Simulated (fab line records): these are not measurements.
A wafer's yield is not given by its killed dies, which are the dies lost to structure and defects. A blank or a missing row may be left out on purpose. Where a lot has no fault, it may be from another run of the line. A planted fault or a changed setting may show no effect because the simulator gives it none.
One fault through the eyes of 2 desks :: flow nand_harc :: each desk holds nothing but its own numbers, with what lay behind them at the end

## DESK OF THE TOOL OWNER: rie_diel-04
The tool's own readings at NHARC_A_BLC_ETCH_16 (etches the open film in CF4, target depth 39 nm, time 65 s): means of the sampled wafers that have a number, for each lot that ran on this tool. Marked OUT: a lot whose mean sits more than 4 standard deviations from the usual mean, which makes it out of limits; the brackets give that distance.
Columns: A = drypump_motor_current_A at NHARC_A_BLC_ETCH_16, usual 5.82 A; B = oes_product_au at NHARC_A_BLC_ETCH_16, usual 1.000 a.u.; C = rf_vpp_V at NHARC_A_BLC_ETCH_16, usual 151.2 V; D = run_length_s at NHARC_A_BLC_ETCH_16, usual 86.5 s; E = showerhead_plenum_p_Torr at NHARC_A_BLC_ETCH_16, usual 1.77 Torr; F = throttle_valve_pct at NHARC_A_BLC_ETCH_16, usual 13.284 %
lot: L990
first seen here: day 17 10:24
A: 5.95
B: 1.001
C: 152.5
D: 86.3
E: 1.78
F: 13.282

lot: L995
first seen here: day 18 05:40
A: 5.98
B: 0.992
C: 151.2
D: 86.6
E: 1.80
F: 13.285

lot: L996
first seen here: day 19 11:52
A: 6.11
B: 1.001
C: 152.6
D: 86.6
E: 1.84
F: 13.290

lot: L999
first seen here: day 19 13:46
A: 5.94
B: 0.999
C: 151.4
D: 86.3
E: 1.77
F: 13.282

lot: L998
first seen here: day 19 20:00
A: 5.74
B: 0.999
C: 150.4
D: 86.5
E: 1.76
F: 13.285

lot: L102
first seen here: day 21 03:55
A: 5.90
B: 0.994
C: 151.8
D: 86.7
E: 1.82
F: 13.283

lot: L108
first seen here: day 21 22:05
A: 5.84
B: 0.999
C: 152.2
D: 61.6 (-66) OUT
E: 1.80
F: 13.281

lot: L110
first seen here: day 22 17:26
A: 5.99
B: 0.998
C: 150.8
D: 69.7 (-44) OUT
E: 1.79
F: 13.293
This desk finds L108, L110 out of limits, L108 being first, at day 21 22:05 (run_length_s at NHARC_A_BLC_ETCH_16). In limits: L990, L995, L996, L999, L998, L102.

## THE DEFECT DESK
For each lot, the counts of the inspections along the route, averaged over the sampled wafers that have a number. Marked OUT: a lot whose mean sits more than 4 standard deviations from the usual mean, which makes it out of limits; the brackets give that distance.
Columns: A = raw_defect_count at NHARC_A_BLC_INSPECT_12, usual 29
lot: L990
first seen here: day 17 10:14
A: 20

lot: L991
first seen here: day 18 04:47
A: 28

lot: L995
first seen here: day 18 05:31
A: 47

lot: L996
first seen here: day 19 11:43
A: 26

lot: L999
first seen here: day 19 13:37
A: 18

lot: L998
first seen here: day 19 19:52
A: 28

lot: L103
first seen here: day 20 10:13
A: 53

lot: L102
first seen here: day 21 03:45
A: 35

lot: L108
first seen here: day 21 21:55
A: 35

lot: L110
first seen here: day 22 17:17
A: 15

lot: L111
first seen here: day 22 17:25
A: 20

lot: L112
first seen here: day 23 09:09
A: 10
Finding of this desk: none of the 12 lots has anything out of limits.

## TAKEN TOGETHER
The tool owner's desk had the chance to raise an alarm at day 21 22:05 on L108, L110.
Nothing the defect desk looked at was out of limits.
The defect desk has L108, L110 on record, within its limits.
Every lot named ran NHARC_A_BLC_ETCH_16 on rie_diel-04.

## WHAT WAS PUT IN BY THE SIMULATOR
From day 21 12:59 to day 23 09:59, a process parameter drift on rie_diel-04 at NHARC_A_BLC_ETCH_16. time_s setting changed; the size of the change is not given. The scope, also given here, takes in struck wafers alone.
Lots struck among those shown: L108, L110.
Hours from the fault's start to each desk's first reading out of limits: the tool owner's desk, 9.
